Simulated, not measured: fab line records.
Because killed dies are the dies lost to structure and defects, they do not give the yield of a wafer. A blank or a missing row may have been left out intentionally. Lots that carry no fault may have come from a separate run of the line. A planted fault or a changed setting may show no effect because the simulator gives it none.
Which tool is to blame? + flow n5-finfet + 31 wafers from 11 lots sampled at 5 of the route's 1938 steps

## WHAT THE GAUGES SHOWED, per wafer
No reading from a measuring or inspecting step in the record can be judged against a usual standard deviation.

## TOOL THAT RAN EACH LOT (tool first, then ch and the chambers of the sampled wafers, then the start)
| lot  | N5_FIN_SAQP_ETCH_51               | N5_FIN_SAQP_HM_OPEN_73            | N5_FIN_SAQP_ETCH_57               | N5_FIN_SAQP_SPACER2_ETCHBACK_29   | N5_PASSIVATION_PROBE_49 |
|------|-----------------------------------|-----------------------------------|-----------------------------------|-----------------------------------|-------------------------|
| L162 | rie-diel-04 ch 0,3, day 1 22:37   | rie-diel-04 ch 0,3, day 1 22:47   | rie-diel-04 ch 0,1, day 2 01:01   | rie-diel-04 ch 1,2,3, day 2 02:19 | -                       |
| L164 | rie-diel-05 ch 0,2,3, day 2 09:53 | rie-diel-05 ch 0,2,3, day 2 10:02 | rie-diel-05 ch 0,2,3, day 2 12:04 | rie-diel-04 ch 0,1,3, day 2 13:52 | -                       |
| L165 | rie-diel-03 ch 2,3, day 2 16:04   | rie-diel-03 ch 2,3, day 2 16:14   | rie-diel-04 ch 0,3, day 2 18:25   | rie-diel-03 ch 0,1,2, day 2 19:50 | -                       |
| L167 | rie-diel-05 ch 1,2,3, day 3 04:10 | rie-diel-05 ch 1,2,3, day 3 04:19 | rie-diel-03 ch 1,2, day 3 06:40   | rie-diel-04 ch 2,3, day 3 08:04   | -                       |
| L168 | rie-diel-05 ch 1,2, day 3 09:28   | rie-diel-05 ch 1,2, day 3 09:38   | rie-diel-05 ch 0,1,2, day 3 11:29 | rie-diel-05 ch 0,3, day 3 12:54   | prober-01, day 13 21:11 |
| L172 | rie-diel-04 ch 0,1, day 4 10:03   | rie-diel-04 ch 0,1, day 4 10:13   | rie-diel-04 ch 1,2,3, day 4 12:49 | rie-diel-04 ch 0,1,2, day 4 14:07 | -                       |
| L174 | rie-diel-04 ch 0,1,2, day 5 00:49 | rie-diel-04 ch 0,1,2, day 5 00:59 | rie-diel-04 ch 0,1,3, day 5 03:07 | rie-diel-03 ch 0,2,3, day 5 06:28 | -                       |
| L176 | rie-diel-03 ch 0,1, day 5 14:13   | rie-diel-03 ch 0,1, day 5 14:22   | rie-diel-05 ch 2, day 5 16:29     | rie-diel-04 ch 0, day 5 17:50     | -                       |
| L181 | rie-diel-05 ch 2, day 6 18:08     | rie-diel-05 ch 2, day 6 18:18     | rie-diel-05 ch 2,3, day 6 20:19   | rie-diel-05 ch 0,2, day 6 21:37   | prober-01, day 17 19:16 |
| L182 | rie-diel-04 ch 1,2, day 6 22:16   | rie-diel-04 ch 1,2, day 6 22:26   | rie-diel-05 ch 0,1,2, day 7 00:26 | rie-diel-05 ch 1,2, day 7 02:17   | -                       |
| L184 | rie-diel-03 ch 0,1,2, day 7 09:24 | rie-diel-03 ch 0,1,2, day 7 09:34 | rie-diel-04 ch 1,3, day 7 11:25   | rie-diel-03 ch 0,1,2, day 7 12:43 | -                       |
- N5_FIN_SAQP_ETCH_51: etches SiARC in CF4, target depth 45.5 nm, time 75.8 s.
- N5_FIN_SAQP_HM_OPEN_73: chemistry CHF3/O2, target SiO2, stops on a-Si, target depth 12 nm, time 16.8 s.
- N5_FIN_SAQP_ETCH_57: etches SiNx in CH3F/O2, target depth 32.5 nm, time 46.4 s.
- N5_FIN_SAQP_SPACER2_ETCHBACK_29: etches SiO2 in CHF3/O2, target depth 12.2 nm, time 6.1 s.
- N5_PASSIVATION_PROBE_49

## WHAT THE TOOLS THEMSELVES READ (means of the sampled wafers that have a number; where no wafer has one, the mark that the record gives instead)
N5_FIN_SAQP_ETCH_51. Usual: drypump-motor-current-A 5.9 A, standard deviation 0.46; etch-rf-on-time-s 75.9 s, standard deviation 1.7; oes-product-au 0.65 a.u., standard deviation 0.064; rf-vpp-V 183.9 V, standard deviation 1.1; showerhead-plenum-p-Torr 2.13 Torr, standard deviation 0.062; throttle-valve-pct 15.55 %, standard deviation 0.22.
| lot  | tool        | drypump-motor-current-A (A) | etch-rf-on-time-s (s) | oes-product-au (a.u.) | rf-vpp-V (V) | showerhead-plenum-p-Torr (Torr) | throttle-valve-pct (%) | flag |
|------|-------------|-----------------------------|-----------------------|-----------------------|--------------|---------------------------------|------------------------|------|
| L162 | rie-diel-04 | 6.3                         | 76.4                  | 0.70                  | 182.8        | 2.13                            | 15.30                  |      |
| L164 | rie-diel-05 | 6.0                         | 76.6                  | 0.62                  | 183.4        | 2.10                            | 15.53                  |      |
| L165 | rie-diel-03 | 5.6                         | 76.7                  | 0.60                  | 184.2        | 2.16                            | 16.00                  |      |
| L167 | rie-diel-05 | 5.7                         | 76.1                  | 0.63                  | 183.6        | 2.13                            | 15.52                  |      |
| L168 | rie-diel-05 | 5.3                         | 75.2                  | 0.63                  | 184.1        | 2.11                            | 15.53                  |      |
| L172 | rie-diel-04 | 6.4                         | 78.0                  | 0.60                  | 184.8        | 2.21                            | 15.39                  |      |
| L174 | rie-diel-04 | 6.3                         | 77.1                  | 0.61                  | 184.6        | 2.18                            | 15.55                  |      |
| L176 | rie-diel-03 | 5.9                         | 74.1                  | 0.71                  | 183.9        | 2.12                            | 15.45                  |      |
| L181 | rie-diel-05 | 5.9                         | 75.5                  | 0.60                  | 182.1        | 2.04                            | 15.82                  |      |
| L182 | rie-diel-04 | 6.2                         | 75.0                  | 0.61                  | 184.4        | 2.17                            | 15.58                  |      |
| L184 | rie-diel-03 | 6.0                         | 75.0                  | 0.66                  | 183.3        | 2.15                            | 15.68                  |      |

N5_FIN_SAQP_HM_OPEN_73. Usual: drypump-motor-current-A 5.9 A, standard deviation 0.46; oes-product-au 0.45 a.u., standard deviation 0.041; rf-vpp-V 519 V, standard deviation 9.9; showerhead-plenum-p-Torr 2.40 Torr, standard deviation 0.074; throttle-valve-pct 18.73 %, standard deviation 0.22.
| lot  | tool        | drypump-motor-current-A (A) | oes-product-au (a.u.) | rf-vpp-V (V) | showerhead-plenum-p-Torr (Torr) | throttle-valve-pct (%) | flag |
|------|-------------|-----------------------------|-----------------------|--------------|---------------------------------|------------------------|------|
| L162 | rie-diel-04 | 6.2                         | 0.49                  | 536          | 2.41                            | 18.53                  |      |
| L164 | rie-diel-05 | 6.0                         | 0.43                  | 509          | 2.36                            | 18.66                  |      |
| L165 | rie-diel-03 | 5.7                         | 0.42                  | 529          | 2.43                            | 19.21                  |      |
| L167 | rie-diel-05 | 5.7                         | 0.44                  | 510          | 2.40                            | 18.67                  |      |
| L168 | rie-diel-05 | 5.3                         | 0.44                  | 512          | 2.37                            | 18.68                  |      |
| L172 | rie-diel-04 | 6.4                         | 0.43                  | 529          | 2.49                            | 18.58                  |      |
| L174 | rie-diel-04 | 6.4                         | 0.44                  | 524          | 2.45                            | 18.72                  |      |
| L176 | rie-diel-03 | 5.9                         | 0.49                  | 519          | 2.39                            | 18.66                  |      |
| L181 | rie-diel-05 | 6.0                         | 0.42                  | 517          | 2.28                            | 18.94                  |      |
| L182 | rie-diel-04 | 6.2                         | 0.42                  | 519          | 2.44                            | 18.74                  |      |
| L184 | rie-diel-03 | 6.0                         | 0.46                  | 521          | 2.42                            | 18.91                  |      |

N5_FIN_SAQP_ETCH_57. Usual: CH3F_flow_sccm 30.00 sccm, standard deviation 0.095; drypump-motor-current-A 5.9 A, standard deviation 0.47; etch-rf-on-time-s 46.6 s, standard deviation 1; oes-product-au 0.64 a.u., standard deviation 0.066; rf-vpp-V 294 V, standard deviation 5.3; showerhead-plenum-p-Torr 1.99 Torr, standard deviation 0.067; throttle-valve-pct 16.25 %, standard deviation 0.21.
| lot  | tool        | CH3F_flow_sccm (sccm) | drypump-motor-current-A (A) | etch-rf-on-time-s (s) | oes-product-au (a.u.) | rf-vpp-V (V) | showerhead-plenum-p-Torr (Torr) | throttle-valve-pct (%) | flag |
|------|-------------|-----------------------|-----------------------------|-----------------------|-----------------------|--------------|---------------------------------|------------------------|------|
| L162 | rie-diel-04 | 30.08                 | 6.3                         | 47.1                  | 0.63                  | 299          | 2.07                            | 16.08                  |      |
| L164 | rie-diel-05 | 29.89                 | 6.0                         | 45.9                  | 0.62                  | 290          | 1.95                            | 16.22                  |      |
| L165 | rie-diel-04 | 30.00                 | 6.3                         | 45.3                  | 0.69                  | 304          | 1.99                            | 16.05                  |      |
| L167 | rie-diel-03 | 29.86                 | 6.4                         | 46.0                  | 0.75                  | 295          | 2.01                            | 16.24                  |      |
| L168 | rie-diel-05 | 30.09                 | 5.6                         | 46.9                  | 0.62                  | 290          | 1.93                            | 16.24                  |      |
| L172 | rie-diel-04 | 29.91                 | 6.2                         | 46.6                  | 0.65                  | 298          | 2.00                            | 16.22                  |      |
| L174 | rie-diel-04 | 30.02                 | 6.3                         | 46.6                  | 0.63                  | 301          | 2.02                            | 16.11                  |      |
| L176 | rie-diel-05 | 29.97                 | 5.9                         | 59.0                  | 0.53                  | 294          | 1.89                            | 16.46                  | OFF  |
| L181 | rie-diel-05 | 30.04                 | 6.0                         | 50.5                  | 0.57                  | 290          | 1.98                            | 16.31                  | OFF  |
| L182 | rie-diel-05 | 29.97                 | 5.6                         | 50.5                  | 0.57                  | 291          | 1.92                            | 16.29                  | OFF  |
| L184 | rie-diel-04 | 29.90                 | 6.1                         | 46.1                  | 0.66                  | 301          | 1.98                            | 16.14                  |      |

N5_FIN_SAQP_SPACER2_ETCHBACK_29. Usual: drypump-motor-current-A 6.0 A, standard deviation 0.44; oes-product-au 0.76 a.u., standard deviation 0.077; rf-vpp-V 522 V, standard deviation 9.5; showerhead-plenum-p-Torr 2.41 Torr, standard deviation 0.071; throttle-valve-pct 18.82 %, standard deviation 0.25.
| lot  | tool        | drypump-motor-current-A (A) | oes-product-au (a.u.) | rf-vpp-V (V) | showerhead-plenum-p-Torr (Torr) | throttle-valve-pct (%) | flag |
|------|-------------|-----------------------------|-----------------------|--------------|---------------------------------|------------------------|------|
| L162 | rie-diel-04 | 6.2                         | 0.78                  | 525          | 2.41                            | 18.75                  |      |
| L164 | rie-diel-04 | 6.3                         | 0.77                  | 531          | 2.45                            | 18.63                  |      |
| L165 | rie-diel-03 | 6.0                         | 0.81                  | 522          | 2.43                            | 18.93                  |      |
| L167 | rie-diel-04 | 6.2                         | 0.81                  | 530          | 2.36                            | 18.77                  |      |
| L168 | rie-diel-05 | 6.0                         | 0.72                  | 507          | 2.42                            | 18.64                  |      |
| L172 | rie-diel-04 | 6.3                         | 0.72                  | 522          | 2.45                            | 18.78                  |      |
| L174 | rie-diel-03 | 5.6                         | 0.81                  | 525          | 2.43                            | 19.07                  |      |
| L176 | rie-diel-04 | 6.6                         | 0.70                  | 532          | 2.49                            | 18.69                  |      |
| L181 | rie-diel-05 | 5.9                         | 0.69                  | 512          | 2.27                            | 18.87                  |      |
| L182 | rie-diel-05 | 5.6                         | 0.70                  | 514          | 2.32                            | 18.91                  |      |
| L184 | rie-diel-03 | 6.0                         | 0.77                  | 521          | 2.42                            | 19.00                  |      |

N5_PASSIVATION_PROBE_49. Usual: killed_at_M0_to_M3 34, standard deviation 11; killed_at_M4_up 14, standard deviation 5.7; killed-at-contacts 14, standard deviation 6.9; killed-at-front-end 40, standard deviation 11; killed-at-other 4, standard deviation 3.1; killed-dies 105, standard deviation 17; killed-open 70, standard deviation 13; killed-short 34, standard deviation 7.6.
| lot  | tool      | killed_at_M0_to_M3 | killed_at_M4_up | killed-at-contacts | killed-at-front-end | killed-at-other | killed-dies | killed-open | killed-short | flag |
|------|-----------|--------------------|-----------------|--------------------|---------------------|-----------------|-------------|-------------|--------------|------|
| L168 | prober-01 | 34                 | 9               | 9                  | 54                  | 3               | 109         | 73          | 36           |      |
| L181 | prober-01 | 40                 | 12              | 14                 | 30                  | 3               | 99          | 66          | 32           |      |

## THE ANSWER, worked out from the rows above alone
Rule: a lot counts as off when the mean over its wafers that have a number is more than 3 standard deviations away from the usual mean. A lot without any number at a reading at which 4 lots or more have one is off too. Any other lot the step has rows for is counted as sound. After the gauges, taken in route order, come the tools' own readings; for these a lot's mean is taken, as printed above. At the first step where some lot is off, the reading lying furthest off is the one used; lots without a number count as furthest.
Off: L176, L181, L182, at N5_FIN_SAQP_ETCH_57 (etch-rf-on-time-s).
A tool fits if, at that step or a process step before it, it ran every lot that is off, and no sound lot after the first of them. One candidate fits, namely rie-diel-05 at N5_FIN_SAQP_ETCH_57. Its last sound lot is L168 (day 3 11:29), its first lot that is off L176 (day 5 16:29): a fault that began between those two fits.
On the lots that are off, the tool's own readings at N5_FIN_SAQP_ETCH_57 differ by more than 5 times the standard deviation of the sound lots' means, which bears it out; etch-rf-on-time-s reads 53.3 s there versus 46.3 s on the sound lots.

## WHAT THE SIMULATOR HAD PUT IN
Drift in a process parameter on rie-diel-05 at N5_FIN_SAQP_ETCH_57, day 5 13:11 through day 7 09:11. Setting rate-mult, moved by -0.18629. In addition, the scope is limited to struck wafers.
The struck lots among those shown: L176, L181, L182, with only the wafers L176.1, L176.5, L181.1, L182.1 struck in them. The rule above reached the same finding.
